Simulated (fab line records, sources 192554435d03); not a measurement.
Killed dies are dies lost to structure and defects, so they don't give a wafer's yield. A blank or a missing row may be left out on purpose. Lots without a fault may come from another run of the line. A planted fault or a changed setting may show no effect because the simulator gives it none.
Which tool did it? | flow n5_finfet | 10 lots, 29 wafers sampled, at 1 step of a route of 1938

WHAT THE GAUGES READ, wafer by wafer
N5_BEOL_M10_INSPECT_58: inspects for defects (darkfield).
lot  | measured     | on                | raw_defect_count
L832 | day 12 18:17 | defect_inspect-01 | 60 53 65
L836 | day 13 07:49 | defect_inspect-01 | 102 57 93
L838 | day 13 18:34 | defect_inspect-02 | 64 82 71
L839 | day 14 00:32 | defect_inspect-01 | 54 45 61
L837 | day 14 02:48 | defect_inspect-01 | 109 116 91
L840 | day 14 07:12 | defect_inspect-01 | 78 40 57
L846 | day 16 07:40 | defect_inspect-01 | 108 59
L847 | day 16 20:32 | defect_inspect-01 | 66 76 85
L853 | day 18 02:15 | defect_inspect-01 | 64 104 85
L852 | day 18 08:26 | defect_inspect-01 | 98 65 55

WHICH TOOL RAN EACH LOT (tool, then ch and the chambers of the sampled wafers, then the start)
The record holds no process step before these readings.

THE ANSWER, worked out from the rows above alone
Rule: what is usual is taken from the lots themselves. Put in order of their means at a reading, lots are off if they are a third of the lots or fewer, leave a main group of 4 or more, and stand apart from it by a gap of 3 or more times the standard deviation of the main group's means; of several such gaps the widest counts. A main group whose means are all the same, to the digits that the tables above print for the reading, isn't used. A lot without any number at a reading at which 4 lots or more have one is off too. The other lots that the step has rows for count as sound.
No lot is off at any reading shown: from this, nothing can be told.

WHAT THE SIMULATOR HAD PUT IN
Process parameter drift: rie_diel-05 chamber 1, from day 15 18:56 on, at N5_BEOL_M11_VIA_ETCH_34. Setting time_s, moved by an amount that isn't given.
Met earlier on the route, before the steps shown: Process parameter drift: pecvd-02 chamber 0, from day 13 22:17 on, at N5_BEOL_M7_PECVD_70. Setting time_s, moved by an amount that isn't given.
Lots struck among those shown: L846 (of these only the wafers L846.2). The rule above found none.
